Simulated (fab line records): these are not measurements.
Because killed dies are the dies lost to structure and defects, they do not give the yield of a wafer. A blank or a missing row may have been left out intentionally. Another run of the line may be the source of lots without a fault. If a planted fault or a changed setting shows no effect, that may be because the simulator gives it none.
Which of the tools did it? || flow nand-harc || 72 wafers from 24 lots sampled at 4 of the route's 1159 steps

## WHAT THE GAUGES READ, wafer by wafer
NHARC_P_ZERO_WELL_CD_MEAS_11 targets a cd of 500 nm.
{"lot": "L074", "measured": "day 1 13:07", "on": "cd-sem-02", "cd-nm (nm)": "501.5 502.0 501.8"}
{"lot": "L075", "measured": "day 1 19:15", "on": "cd-sem-02", "cd-nm (nm)": "500.8 500.0 502.3"}
{"lot": "L076", "measured": "day 2 01:14", "on": "cd-sem-02", "cd-nm (nm)": "499.6 501.6 501.1"}
{"lot": "L077", "measured": "day 2 07:14", "on": "cd-sem-01", "cd-nm (nm)": "499.9 502.0 500.6"}
{"lot": "L078", "measured": "day 2 13:14", "on": "cd-sem-03", "cd-nm (nm)": "501.4 501.6 502.3"}
{"lot": "L079", "measured": "day 2 19:08", "on": "cd-sem-02", "cd-nm (nm)": "500.7 502.8 498.7"}
{"lot": "L080", "measured": "day 3 01:07", "on": "cd-sem-01", "cd-nm (nm)": "501.5 500.0 500.0"}
{"lot": "L081", "measured": "day 3 07:15", "on": "cd-sem-01", "cd-nm (nm)": "498.2 498.5 501.1"}
{"lot": "L082", "measured": "day 3 13:14", "on": "cd-sem-03", "cd-nm (nm)": "499.0 498.5 500.5"}
{"lot": "L083", "measured": "day 3 19:19", "on": "cd-sem-02", "cd-nm (nm)": "498.9 498.2 500.0"}
{"lot": "L084", "measured": "day 4 01:08", "on": "cd-sem-02", "cd-nm (nm)": "500.5 500.4 500.5"}
{"lot": "L085", "measured": "day 4 07:07", "on": "cd-sem-03", "cd-nm (nm)": "499.9 500.1 499.1"}
{"lot": "L086", "measured": "day 4 13:15", "on": "cd-sem-03", "cd-nm (nm)": "500.2 499.7 499.1"}
{"lot": "L087", "measured": "day 4 19:23", "on": "cd-sem-03", "cd-nm (nm)": "499.2 499.9 499.4"}
{"lot": "L088", "measured": "day 5 01:14", "on": "cd-sem-01", "cd-nm (nm)": "500.3 499.5 501.1"}
{"lot": "L089", "measured": "day 5 07:09", "on": "cd-sem-03", "cd-nm (nm)": "498.1 501.1 501.1"}
{"lot": "L090", "measured": "day 5 13:11", "on": "cd-sem-02", "cd-nm (nm)": "499.9 499.5 500.7"}
{"lot": "L091", "measured": "day 5 19:07", "on": "cd-sem-02", "cd-nm (nm)": "499.5 499.5 498.3"}
{"lot": "L092", "measured": "day 6 01:19", "on": "cd-sem-03", "cd-nm (nm)": "496.8 497.9 497.3"}
{"lot": "L093", "measured": "day 6 07:07", "on": "cd-sem-01", "cd-nm (nm)": "499.7 499.8 499.3"}
{"lot": "L094", "measured": "day 6 13:14", "on": "cd-sem-03", "cd-nm (nm)": "496.4 496.9 498.5"}
{"lot": "L095", "measured": "day 6 19:16", "on": "cd-sem-03", "cd-nm (nm)": "500.5 499.2 499.6"}
{"lot": "L096", "measured": "day 7 01:14", "on": "cd-sem-01", "cd-nm (nm)": "498.0 499.6 500.6"}
{"lot": "L097", "measured": "day 7 07:14", "on": "cd-sem-01", "cd-nm (nm)": "500.8 500.9 502.2"}

NHARC_P_STI_CD_MEAS_09 targets a cd of 200 nm.
{"lot": "L074", "measured": "day 2 08:23", "on": "cd-sem-03", "cd-nm (nm)": "198.8 197.3 198.1"}
{"lot": "L075", "measured": "day 2 20:13", "on": "cd-sem-01", "cd-nm (nm)": "202.3 199.1 199.1"}
{"lot": "L076", "measured": "day 2 20:02", "on": "cd-sem-01", "cd-nm (nm)": "198.2 199.4 195.8"}
{"lot": "L077", "measured": "day 3 05:27", "on": "cd-sem-03", "cd-nm (nm)": "198.8 199.0 200.8"}
{"lot": "L078", "measured": "day 3 10:50", "on": "cd-sem-01", "cd-nm (nm)": "198.0 200.2 197.5"}
{"lot": "L079", "measured": "day 3 17:38", "on": "cd-sem-03", "cd-nm (nm)": "199.1 200.2 196.7"}
{"lot": "L080", "measured": "day 4 02:08", "on": "cd-sem-03", "cd-nm (nm)": "199.8 199.3 197.9"}
{"lot": "L081", "measured": "day 4 01:59", "on": "cd-sem-02", "cd-nm (nm)": "196.9 197.1 201.2"}
{"lot": "L082", "measured": "day 4 11:12", "on": "cd-sem-03", "cd-nm (nm)": "199.2 197.6 197.8"}
{"lot": "L083", "measured": "day 4 17:31", "on": "cd-sem-03", "cd-nm (nm)": "198.8 199.9 200.2"}
{"lot": "L084", "measured": "day 4 23:58", "on": "cd-sem-01", "cd-nm (nm)": "200.4 198.0 202.2"}
{"lot": "L085", "measured": "day 5 07:04", "on": "cd-sem-01", "cd-nm (nm)": "198.2 199.5 199.3"}
{"lot": "L086", "measured": "day 5 14:43", "on": "cd-sem-01", "cd-nm (nm)": "201.3 199.7 202.5"}
{"lot": "L087", "measured": "day 5 14:44", "on": "cd-sem-01", "cd-nm (nm)": "197.1 197.8 195.1"}
{"lot": "L088", "measured": "day 5 22:55", "on": "cd-sem-03", "cd-nm (nm)": "201.7 201.7 203.7"}
{"lot": "L089", "measured": "day 6 07:01", "on": "cd-sem-02", "cd-nm (nm)": "200.1 201.4 201.3"}
{"lot": "L090", "measured": "day 6 10:53", "on": "cd-sem-01", "cd-nm (nm)": "198.8 199.0 198.8"}
{"lot": "L091", "measured": "day 6 17:29", "on": "cd-sem-03", "cd-nm (nm)": "200.9 201.1 200.7"}
{"lot": "L092", "measured": "day 6 23:12", "on": "cd-sem-01", "cd-nm (nm)": "199.1 199.2 200.2"}
{"lot": "L093", "measured": "day 7 05:37", "on": "cd-sem-02", "cd-nm (nm)": "200.1 196.3 199.7"}
{"lot": "L094", "measured": "day 7 11:38", "on": "cd-sem-02", "cd-nm (nm)": "197.7 198.4 198.4"}
{"lot": "L095", "measured": "day 7 18:21", "on": "cd-sem-01", "cd-nm (nm)": "198.9 200.6 202.0"}
{"lot": "L096", "measured": "day 8 02:49", "on": "cd-sem-01", "cd-nm (nm)": "200.8 200.7 199.8"}
{"lot": "L097", "measured": "day 8 02:39", "on": "cd-sem-03", "cd-nm (nm)": "200.6 200.7 198.2"}

NHARC_P_GATE_OVL_MEAS_27.
{"lot": "L074", "measured": "day 4 11:17", "on": "overlay-02", "overlay-x-nm (nm)": "0.5 0.1 0.5", "overlay-y-nm (nm)": "0.3 -0.1 0.0"}
{"lot": "L075", "measured": "day 4 23:55", "on": "overlay-02", "overlay-x-nm (nm)": "-0.3 0.5 0.8", "overlay-y-nm (nm)": "-0.4 -0.8 -0.8"}
{"lot": "L076", "measured": "day 5 00:26", "on": "overlay-01", "overlay-x-nm (nm)": "0.2 -0.1 0.4", "overlay-y-nm (nm)": "-1.3 -0.8 -1.3"}
{"lot": "L077", "measured": "day 5 07:02", "on": "overlay-01", "overlay-x-nm (nm)": "0.8 0.5 0.8", "overlay-y-nm (nm)": "0.7 0.3 0.5"}
{"lot": "L078", "measured": "day 6 03:29", "on": "overlay-02", "overlay-x-nm (nm)": "0.3 0.0 0.6", "overlay-y-nm (nm)": "-0.9 -0.6 -0.8"}
{"lot": "L079", "measured": "day 6 06:01", "on": "overlay-02", "overlay-x-nm (nm)": "1.0 1.4 1.1", "overlay-y-nm (nm)": "1.0 0.7 1.1"}
{"lot": "L080", "measured": "day 6 14:37", "on": "overlay-01", "overlay-x-nm (nm)": "-0.2 -0.9 -0.3", "overlay-y-nm (nm)": "0.0 0.1 -0.4"}
{"lot": "L081", "measured": "day 6 14:28", "on": "overlay-02", "overlay-x-nm (nm)": "-0.4 -1.2 -1.0", "overlay-y-nm (nm)": "0.0 -0.4 -0.2"}
{"lot": "L082", "measured": "day 6 20:42", "on": "overlay-02", "overlay-x-nm (nm)": "-0.7 -0.8 -0.2", "overlay-y-nm (nm)": "-0.9 -0.8 -1.1"}
{"lot": "L083", "measured": "day 6 21:20", "on": "overlay-01", "overlay-x-nm (nm)": "0.3 0.4 0.7", "overlay-y-nm (nm)": "-0.8 -1.1 -1.2"}
{"lot": "L084", "measured": "day 7 07:35", "on": "overlay-01", "overlay-x-nm (nm)": "0.2 -0.3 0.2", "overlay-y-nm (nm)": "-0.2 -0.5 0.0"}
{"lot": "L085", "measured": "day 7 22:39", "on": "overlay-01", "overlay-x-nm (nm)": "-0.9 -0.3 -0.3", "overlay-y-nm (nm)": "0.1 0.3 0.5"}
{"lot": "L086", "measured": "day 7 23:18", "on": "overlay-01", "overlay-x-nm (nm)": "-1.9 -1.1 -1.2", "overlay-y-nm (nm)": "1.2 1.4 1.1"}
{"lot": "L087", "measured": "day 7 22:33", "on": "overlay-01", "overlay-x-nm (nm)": "0.9 0.7 0.6", "overlay-y-nm (nm)": "-0.5 -0.6 -0.1"}
{"lot": "L088", "measured": "day 7 23:11", "on": "overlay-02", "overlay-x-nm (nm)": "0.6 1.1 0.5", "overlay-y-nm (nm)": "-0.8 -0.6 -0.3"}
{"lot": "L089", "measured": "day 8 17:39", "on": "overlay-02", "overlay-x-nm (nm)": "0.5 1.5 1.2", "overlay-y-nm (nm)": "0.1 -0.3 -0.4"}
{"lot": "L090", "measured": "day 8 17:29", "on": "overlay-01", "overlay-x-nm (nm)": "-0.6 -0.4 -0.6", "overlay-y-nm (nm)": "0.0 -0.3 -0.7"}
{"lot": "L091", "measured": "day 9 01:10", "on": "overlay-02", "overlay-x-nm (nm)": "-0.7 -0.2 0.1", "overlay-y-nm (nm)": "0.7 1.2 0.9"}
{"lot": "L092", "measured": "day 9 04:43", "on": "overlay-02", "overlay-x-nm (nm)": "-0.3 0.1 -0.2", "overlay-y-nm (nm)": "-0.5 -0.9 -0.9"}
{"lot": "L093", "measured": "day 9 05:08", "on": "overlay-02", "overlay-x-nm (nm)": "-0.3 -0.2 0.2", "overlay-y-nm (nm)": "-0.7 -0.4 -0.6"}
{"lot": "L094", "measured": "day 9 17:09", "on": "overlay-01", "overlay-x-nm (nm)": "-1.4 -1.2 -0.8", "overlay-y-nm (nm)": "-1.3 -1.1 -1.0"}
{"lot": "L095", "measured": "day 9 20:38", "on": "overlay-02", "overlay-x-nm (nm)": "0.6 0.5 0.6", "overlay-y-nm (nm)": "-1.1 -0.7 -1.3"}
{"lot": "L096", "measured": "day 10 04:20", "on": "overlay-02", "overlay-x-nm (nm)": "-1.0 -0.7 -0.5", "overlay-y-nm (nm)": "-1.2 -1.2 -1.2"}
{"lot": "L097", "measured": "day 10 04:10", "on": "overlay-01", "overlay-x-nm (nm)": "0.6 0.8 0.5", "overlay-y-nm (nm)": "-1.9 -2.0 -1.3"}

## EACH LOT AND THE TOOL THAT RAN IT (in order: tool; ch and the chambers of the sampled wafers; start)
{"lot": "L074", "NHARC_P_ZERO_WELL_ETCH_63": "rie-si-02 ch 0,1,2, day 1 13:40"}
{"lot": "L075", "NHARC_P_ZERO_WELL_ETCH_63": "rie-si-01 ch 1,3, day 1 19:42"}
{"lot": "L076", "NHARC_P_ZERO_WELL_ETCH_63": "rie-si-02 ch 2,3, day 2 01:40"}
{"lot": "L077", "NHARC_P_ZERO_WELL_ETCH_63": "rie-si-02 ch 0,1,2, day 2 07:39"}
{"lot": "L078", "NHARC_P_ZERO_WELL_ETCH_63": "rie-si-06 ch 0,1,2, day 2 13:40"}
{"lot": "L079", "NHARC_P_ZERO_WELL_ETCH_63": "rie-si-02 ch 0,1,3, day 2 19:34"}
{"lot": "L080", "NHARC_P_ZERO_WELL_ETCH_63": "rie-si-02 ch 0,1,3, day 3 01:33"}
{"lot": "L081", "NHARC_P_ZERO_WELL_ETCH_63": "rie-si-02 ch 0,2,3, day 3 07:42"}
{"lot": "L082", "NHARC_P_ZERO_WELL_ETCH_63": "rie-si-02 ch 0,2,3, day 3 13:40"}
{"lot": "L083", "NHARC_P_ZERO_WELL_ETCH_63": "rie-si-01 ch 0,1,3, day 3 19:48"}
{"lot": "L084", "NHARC_P_ZERO_WELL_ETCH_63": "rie-si-02 ch 0,2,3, day 4 01:35"}
{"lot": "L085", "NHARC_P_ZERO_WELL_ETCH_63": "rie-si-06 ch 1,3, day 4 07:32"}
{"lot": "L086", "NHARC_P_ZERO_WELL_ETCH_63": "rie-si-06 ch 0,3, day 4 13:40"}
{"lot": "L087", "NHARC_P_ZERO_WELL_ETCH_63": "rie-si-02 ch 1,2,3, day 4 20:02"}
{"lot": "L088", "NHARC_P_ZERO_WELL_ETCH_63": "rie-si-01 ch 0,1,2, day 5 01:40"}
{"lot": "L089", "NHARC_P_ZERO_WELL_ETCH_63": "rie-si-02 ch 2,3, day 5 07:36"}
{"lot": "L090", "NHARC_P_ZERO_WELL_ETCH_63": "rie-si-06 ch 0,2,3, day 5 13:37"}
{"lot": "L091", "NHARC_P_ZERO_WELL_ETCH_63": "rie-si-01 ch 0,1,2, day 5 19:32"}
{"lot": "L092", "NHARC_P_ZERO_WELL_ETCH_63": "rie-si-01 ch 0,1,3, day 6 01:44"}
{"lot": "L093", "NHARC_P_ZERO_WELL_ETCH_63": "rie-si-06 ch 0,3, day 6 07:32"}
{"lot": "L094", "NHARC_P_ZERO_WELL_ETCH_63": "rie-si-02 ch 0,1, day 6 13:40"}
{"lot": "L095", "NHARC_P_ZERO_WELL_ETCH_63": "rie-si-01 ch 0,1, day 6 19:41"}
{"lot": "L096", "NHARC_P_ZERO_WELL_ETCH_63": "rie-si-01 ch 2,3, day 7 01:40"}
{"lot": "L097", "NHARC_P_ZERO_WELL_ETCH_63": "rie-si-06 ch 0,1,3, day 7 07:40"}
- NHARC_P_ZERO_WELL_ETCH_63: etches the open film in HBr/Cl2, target depth 120 nm, time 40.1 s.

## WHAT THE TOOLS THEMSELVES READ (means of the sampled wafers that have a number; where no wafer has one, the mark that the record gives instead)
NHARC_P_ZERO_WELL_ETCH_63.
{"lot": "L074", "tool": "rie-si-02", "chamber-pressure-mTorr (mTorr)": 15.004, "drypump-motor-current-A (A)": 6.0, "oes-product-au (a.u.)": 1.007, "throttle-valve-pct (%)": 26.405}
{"lot": "L075", "tool": "rie-si-01", "chamber-pressure-mTorr (mTorr)": 15.007, "drypump-motor-current-A (A)": 5.1, "oes-product-au (a.u.)": 0.991, "throttle-valve-pct (%)": 26.414}
{"lot": "L076", "tool": "rie-si-02", "chamber-pressure-mTorr (mTorr)": 15.003, "drypump-motor-current-A (A)": 5.5, "oes-product-au (a.u.)": 1.003, "throttle-valve-pct (%)": 26.410}
{"lot": "L077", "tool": "rie-si-02", "chamber-pressure-mTorr (mTorr)": 15.004, "drypump-motor-current-A (A)": 6.1, "oes-product-au (a.u.)": 1.000, "throttle-valve-pct (%)": 26.403}
{"lot": "L078", "tool": "rie-si-06", "chamber-pressure-mTorr (mTorr)": 15.018, "drypump-motor-current-A (A)": 5.9, "oes-product-au (a.u.)": 1.004, "throttle-valve-pct (%)": 26.406}
{"lot": "L079", "tool": "rie-si-02", "chamber-pressure-mTorr (mTorr)": 15.009, "drypump-motor-current-A (A)": 5.8, "oes-product-au (a.u.)": 0.995, "throttle-valve-pct (%)": 26.410}
{"lot": "L080", "tool": "rie-si-02", "chamber-pressure-mTorr (mTorr)": 15.000, "drypump-motor-current-A (A)": 5.8, "oes-product-au (a.u.)": 1.004, "throttle-valve-pct (%)": 26.407}
{"lot": "L081", "tool": "rie-si-02", "chamber-pressure-mTorr (mTorr)": 14.988, "drypump-motor-current-A (A)": 5.7, "oes-product-au (a.u.)": 0.997, "throttle-valve-pct (%)": 26.399}
{"lot": "L082", "tool": "rie-si-02", "chamber-pressure-mTorr (mTorr)": 15.005, "drypump-motor-current-A (A)": 5.6, "oes-product-au (a.u.)": 1.000, "throttle-valve-pct (%)": 26.399}
{"lot": "L083", "tool": "rie-si-01", "chamber-pressure-mTorr (mTorr)": 15.007, "drypump-motor-current-A (A)": 5.5, "oes-product-au (a.u.)": 0.996, "throttle-valve-pct (%)": 26.395}
{"lot": "L084", "tool": "rie-si-02", "chamber-pressure-mTorr (mTorr)": 14.990, "drypump-motor-current-A (A)": 5.6, "oes-product-au (a.u.)": 1.001, "throttle-valve-pct (%)": 26.399}
{"lot": "L085", "tool": "rie-si-06", "chamber-pressure-mTorr (mTorr)": 15.002, "drypump-motor-current-A (A)": 5.5, "oes-product-au (a.u.)": 0.997, "throttle-valve-pct (%)": 26.401}
{"lot": "L086", "tool": "rie-si-06", "chamber-pressure-mTorr (mTorr)": 15.005, "drypump-motor-current-A (A)": 6.1, "oes-product-au (a.u.)": 0.999, "throttle-valve-pct (%)": 26.394}
{"lot": "L087", "tool": "rie-si-02", "chamber-pressure-mTorr (mTorr)": 14.987, "drypump-motor-current-A (A)": 6.0, "oes-product-au (a.u.)": 0.993, "throttle-valve-pct (%)": 26.403}
{"lot": "L088", "tool": "rie-si-01", "chamber-pressure-mTorr (mTorr)": 14.991, "drypump-motor-current-A (A)": 5.7, "oes-product-au (a.u.)": 1.001, "throttle-valve-pct (%)": 26.402}
{"lot": "L089", "tool": "rie-si-02", "chamber-pressure-mTorr (mTorr)": 14.999, "drypump-motor-current-A (A)": 5.8, "oes-product-au (a.u.)": 0.994, "throttle-valve-pct (%)": 26.401}
{"lot": "L090", "tool": "rie-si-06", "chamber-pressure-mTorr (mTorr)": 15.016, "drypump-motor-current-A (A)": 6.2, "oes-product-au (a.u.)": 0.999, "throttle-valve-pct (%)": 26.397}
{"lot": "L091", "tool": "rie-si-01", "chamber-pressure-mTorr (mTorr)": 15.006, "drypump-motor-current-A (A)": 5.6, "oes-product-au (a.u.)": 0.994, "throttle-valve-pct (%)": 26.408}
{"lot": "L092", "tool": "rie-si-01", "chamber-pressure-mTorr (mTorr)": 15.004, "drypump-motor-current-A (A)": 5.5, "oes-product-au (a.u.)": 0.993, "throttle-valve-pct (%)": 26.406}
{"lot": "L093", "tool": "rie-si-06", "chamber-pressure-mTorr (mTorr)": 14.990, "drypump-motor-current-A (A)": 6.1, "oes-product-au (a.u.)": 0.995, "throttle-valve-pct (%)": 26.403}
{"lot": "L094", "tool": "rie-si-02", "chamber-pressure-mTorr (mTorr)": 14.990, "drypump-motor-current-A (A)": 6.2, "oes-product-au (a.u.)": 1.005, "throttle-valve-pct (%)": 26.400}
{"lot": "L095", "tool": "rie-si-01", "chamber-pressure-mTorr (mTorr)": 15.006, "drypump-motor-current-A (A)": 5.9, "oes-product-au (a.u.)": 0.998, "throttle-valve-pct (%)": 26.401}
{"lot": "L096", "tool": "rie-si-01", "chamber-pressure-mTorr (mTorr)": 14.994, "drypump-motor-current-A (A)": 5.4, "oes-product-au (a.u.)": 1.002, "throttle-valve-pct (%)": 26.404}
{"lot": "L097", "tool": "rie-si-06", "chamber-pressure-mTorr (mTorr)": 14.986, "drypump-motor-current-A (A)": 5.8, "oes-product-au (a.u.)": 0.997, "throttle-valve-pct (%)": 26.401}

## THE ANSWER, worked out from the rows above alone
Rule: usual is defined by the lots themselves. Put in order of their means at a reading, lots are off if they are a third of the lots or fewer, leave a main group of 4 or more, and stand apart from it by a gap of 3 or more times the standard deviation of the main group's means; of several such gaps the widest counts. Not used: any main group whose means are identical at the precision the tables above print for the reading. Also off: a lot with no number at a reading for which 4 or more lots have one. Where the step has rows for the other lots, those lots are counted as sound. Order of review: gauges by route order, followed by the tools' own readings, for which a lot's mean as printed above is used. At the first step where some lot is off, the reading lying furthest off is the one used; lots without a number count as furthest.
No lot is off at any reading shown: from this, nothing can be told.

## WHAT HAD BEEN PUT IN BY THE SIMULATOR
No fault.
